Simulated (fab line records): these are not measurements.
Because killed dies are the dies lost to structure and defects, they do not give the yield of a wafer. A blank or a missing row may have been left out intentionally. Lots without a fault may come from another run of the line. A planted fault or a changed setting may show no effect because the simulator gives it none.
Which tool is to blame?    flow n5Finfet    9 lots with 27 wafers sampled at 6 steps, on a route of 1938 steps

WHAT EACH GAUGE READ, for each wafer
N5_BEOL_M0_SAQP_INSPECT_16: inspects for defects (brightfield).
lot   measured      on                rawDefectCount
L335  day 6 02:35   defectInspect-02  352 459 534
L337  day 6 10:49   defectInspect-02  393 477 444
L338  day 6 18:14   defectInspect-02  509 357 418
L344  day 8 13:26   defectInspect-02  508 787 633
L345  day 8 14:01   defectInspect-02  591 719 623
L346  day 8 15:59   defectInspect-01  461 465 387
L347  day 8 20:44   defectInspect-01  251 494 416
L348  day 9 06:45   defectInspect-02  394 617 613
L356  day 11 03:16  defectInspect-01  638 587 532

N5_BEOL_M0_SAQP_CD_MEAS_25 targets a cd of 13.1 nm.
lot   measured      on        cdNm (nm)
L335  day 6 04:12   cdSem-01  12.65 13.09 12.72
L337  day 6 12:41   cdSem-02  13.24 12.59 12.78
L338  day 6 20:15   cdSem-03  12.65 12.87 12.84
L344  day 8 15:13   cdSem-02  13.06 12.76 12.59
L345  day 8 15:38   cdSem-02  12.26 12.50 12.14
L346  day 8 18:15   cdSem-01  11.90 12.21 11.91
L347  day 8 23:17   cdSem-01  12.37 12.17 12.14
L348  day 9 09:05   cdSem-01  12.80 12.56 12.83
L356  day 11 05:05  cdSem-01  13.00 12.86 12.81

N5_BEOL_M4_RC_MEAS_101.
lot   measured      on         DIBL_N (mV/V)   DIBL_P (mV/V)   IOFF_N (nA/um)     IOFF_P (nA/um)  ION_N (uA/um)  ION_P (uA/um)  SS_N (mV/dec)   SS_P (mV/dec)   VT_N (mV)          VT_P (mV)
L335  day 8 13:29   prober-01  37.0 36.9 37.1  36.1 36.0 36.1  0.146 0.146 0.148  0.19 0.20 0.20  678 675 672    461 462 461    71.5 70.6 70.9  73.5 72.9 73.4  249.8 247.4 248.0  -253 -249 -250
L337  day 8 11:34   prober-02  36.4 38.7 36.0  37.5 40.5 37.8  0.165 0.200 0.152  0.22 0.27 0.23  677 687 679    468 468 468    71.8 72.6 71.0  72.7 74.0 72.7  247.4 246.2 251.6  -253 -247 -246
L338  day 8 17:46   prober-01  37.7 39.2 34.7  38.3 37.7 33.1  0.187 0.213 0.126  0.26 0.24 0.17  678 680 667    467 460 458    72.6 72.9 71.5  74.2 73.9 73.1  247.7 248.0 252.7  -246 -247 -252
L344  day 10 21:23  prober-01  35.2 34.9 33.5  34.7 33.7 31.6  0.149 0.131 0.115  0.19 0.18 0.15  680 663 658    466 459 449    71.2 71.7 71.1  73.7 73.0 72.5  248.8 252.6 254.1  -253 -254 -255
L345  day 11 00:38  prober-02  37.1 36.8 37.4  39.3 40.2 40.5  0.176 0.175 0.181  0.24 0.27 0.27  677 670 674    463 463 466    72.4 72.5 72.5  73.6 74.6 74.3  250.6 249.6 247.8  -246 -246 -246
L346  day 11 02:07  prober-02  34.3 36.4 35.6  32.5 34.9 34.2  0.132 0.166 0.152  0.19 0.22 0.21  662 676 670    465 470 461    70.9 71.2 71.0  73.3 73.4 74.0  250.2 247.7 249.4  -251 -250 -250
L347  day 11 06:49  prober-02  41.2 36.5 35.5  40.8 34.4 32.9  0.240 0.138 0.124  0.32 0.21 0.18  677 662 657    468 464 455    72.2 71.1 71.1  76.2 73.5 72.4  245.5 253.0 253.3  -248 -251 -249
L348  day 11 08:31  prober-02  36.5 35.7 38.2  37.7 37.1 39.7  0.184 0.152 0.230  0.21 0.19 0.24  686 682 697    463 471 476    71.9 71.7 73.2  73.9 72.8 74.2  245.8 249.9 242.6  -253 -254 -250
L356  day 14 02:40  prober-01  37.7 38.0 35.4  38.6 37.2 34.7  0.167 0.171 0.135  0.25 0.22 0.18  676 680 667    467 469 455    71.3 71.0 71.3  73.1 72.6 72.9  249.5 249.2 252.4  -246 -248 -251

EACH LOT AND THE TOOL THAT RAN IT (in order: tool; ch and the chambers of the sampled wafers; start)
lot   N5_BEOL_M0_SAQP_DESCUM_19          N5_BEOL_M0_SAQP_SPACER1_ALD_98    N5_BEOL_M0_SAQP_ETCH_101
L335  rieDiel-03 ch 0,1,2, day 6 02:37   aldSin-03 ch 0,2, day 6 03:31     rieDiel-03 ch 1,2,3, day 6 04:14
L337  rieDiel-05 ch 0,1, day 6 10:52     aldSin-03 ch 2,3, day 6 12:01     rieDiel-03 ch 0,1,2, day 6 12:44
L338  rieDiel-03 ch 0,1,2, day 6 18:19   aldSin-03 ch 0,1,2, day 6 19:35   rieDiel-04 ch 0,2,3, day 6 20:17
L344  rieDiel-04 ch 1,3, day 8 13:28     aldSin-02 ch 0,1,2, day 8 14:21   rieDiel-03 ch 0,1, day 8 15:15
L345  rieDiel-05 ch 0,1, day 8 14:04     aldSin-03 ch 0,3, day 8 14:58     rieDiel-03 ch 0,1,2, day 8 15:41
L346  rieDiel-04 ch 0,1, day 8 16:01     aldSin-03 ch 1,3, day 8 17:33     rieDiel-04 ch 0,1, day 8 18:17
L347  rieDiel-05 ch 0,2,3, day 8 20:55   aldSin-03 ch 1,3, day 8 22:28     rieDiel-04 ch 1,2,3, day 8 23:21
L348  rieDiel-05 ch 0,2,3, day 9 06:47   aldSin-02 ch 0,1,2, day 9 08:02   rieDiel-04 ch 0,1,2, day 9 09:14
L356  rieDiel-05 ch 0,1,3, day 11 03:18  aldSin-02 ch 1,2,3, day 11 04:25  rieDiel-05 ch 2,3, day 11 05:08
- N5_BEOL_M0_SAQP_DESCUM_19: chemistry O2, time 7.9 s.
- N5_BEOL_M0_SAQP_SPACER1_ALD_98: deposits SiO2, target thk 12.8 nm, pulse time 1 s, purge time 2 s.
- N5_BEOL_M0_SAQP_ETCH_101: etches SiNx in CH3F/O2, target depth 29.9 nm, time 42.7 s.

AS READ BY THE TOOLS THEMSELVES (means over the sampled wafers that have a number; for cases with no such wafer, the mark the record gives instead)
N5_BEOL_M0_SAQP_DESCUM_19.
lot   tool        drypumpMotorCurrentA (A)  o2FlowSccm (sccm)  oesProductAu (a.u.)  rfVppV (V)  showerheadPlenumPTorr (Torr)  throttleValvePct (%)
L335  rieDiel-03  5.85                      225.4              0.76                 244.0       2.10                          20.61
L337  rieDiel-05  5.76                      225.3              0.70                 242.3       2.07                          20.73
L338  rieDiel-03  5.86                      224.6              0.76                 243.6       2.10                          20.62
L344  rieDiel-04  6.14                      225.5              0.78                 243.3       2.06                          20.53
L345  rieDiel-05  5.76                      225.5              0.69                 242.0       2.07                          20.75
L346  rieDiel-04  5.67                      225.3              0.77                 242.4       2.00                          20.36
L347  rieDiel-05  5.88                      224.1              0.77                 242.6       2.10                          20.68
L348  rieDiel-05  5.87                      225.5              0.76                 242.5       2.10                          20.70
L356  rieDiel-05  5.82                      224.6              0.79                 242.2       2.04                          20.56

N5_BEOL_M0_SAQP_SPACER1_ALD_98.
lot   tool       heaterPowerW (W)  precursorPulseHeightRel  susceptorTempC (C)
L335  aldSin-03  477               1.021                    300.06
L337  aldSin-03  515               1.019                    299.70
L338  aldSin-03  522               1.008                    300.00
L344  aldSin-02  463               0.991                    300.00
L345  aldSin-03  554               1.004                    326.51
L346  aldSin-03  734               0.997                    326.59
L347  aldSin-03  661               0.979                    326.72
L348  aldSin-02  478               1.003                    300.07
L356  aldSin-02  480               1.016                    299.94

N5_BEOL_M0_SAQP_ETCH_101.
lot   tool        drypumpMotorCurrentA (A)  mfcArSccm (sccm)  oesProductAu (a.u.)  rfVppV (V)  showerheadPlenumPTorr (Torr)  throttleValvePct (%)
L335  rieDiel-03  5.69                      150.2             0.74                 299         1.97                          16.47
L337  rieDiel-03  5.85                      150.0             0.76                 301         2.00                          16.48
L338  rieDiel-04  5.80                      150.3             0.74                 295         1.94                          16.54
L344  rieDiel-03  5.82                      149.8             0.74                 297         1.94                          16.53
L345  rieDiel-03  5.85                      150.5             0.75                 301         1.99                          16.52
L346  rieDiel-04  5.86                      149.9             0.81                 294         1.94                          16.23
L347  rieDiel-04  5.94                      150.1             0.84                 293         2.03                          16.29
L348  rieDiel-04  5.69                      150.0             0.83                 294         2.00                          16.22
L356  rieDiel-05  5.94                      149.8             0.77                 292         1.99                          16.62

THE ANSWER, worked out from the rows above alone
Rule: usual is defined by the lots themselves. The widest of any qualifying gaps counts: lots, ordered by their means at a reading, are off when they make up no more than a third of the lots, leave a main group of 4 or more, and stand apart from it by 3 or more times the standard deviation of that group's means. A main group whose means are all the same, to the digits that the tables above print for the reading, isn't used. Also off: a lot with no number at a reading for which 4 or more lots have one. Any other lot the step has rows for is counted as sound. The gauges are gone through in route order, then the tools' own readings, and for those a lot's mean is taken as printed above. The first step at which some lot is off is used, and at that step the reading that is off furthest; a lot without a number counts as furthest.
Off: L345, L346, L347 (N5_BEOL_M0_SAQP_CD_MEAS_25, cdNm). The main group has a mean of 12.82 nm with a standard deviation of 0.053.
If a tool, at a process step before that reading, ran all the lots that are off and no sound lot after the first of them, it fits. The gauges at N5_BEOL_M0_SAQP_CD_MEAS_25 aren't tried: what is off there is off at N5_BEOL_M0_SAQP_SPACER1_ALD_98 too, on other tools, and a gauge's error can't cause that. One fits: N5_BEOL_M0_SAQP_SPACER1_ALD_98 on aldSin-03. A fault onset in the window from L338 (day 6 19:35, its last sound lot) to L345 (day 8 14:58, its first lot off) fits.
The tool's own readings at N5_BEOL_M0_SAQP_SPACER1_ALD_98 bear it out: on the lots that are off they differ by more than 5 times the standard deviation of the sound lots' means. heaterPowerW reads 650 W there against 489 W on the sound lots; susceptorTempC reads 326.61 C there against 299.96 C on the sound lots.

WHAT THE SIMULATOR HAD INSERTED
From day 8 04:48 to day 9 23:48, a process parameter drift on aldSin-03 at N5_BEOL_M0_SAQP_SPACER1_ALD_98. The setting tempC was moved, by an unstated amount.
Lots struck among those shown: L345, L346, L347. The same result came from the rule above.
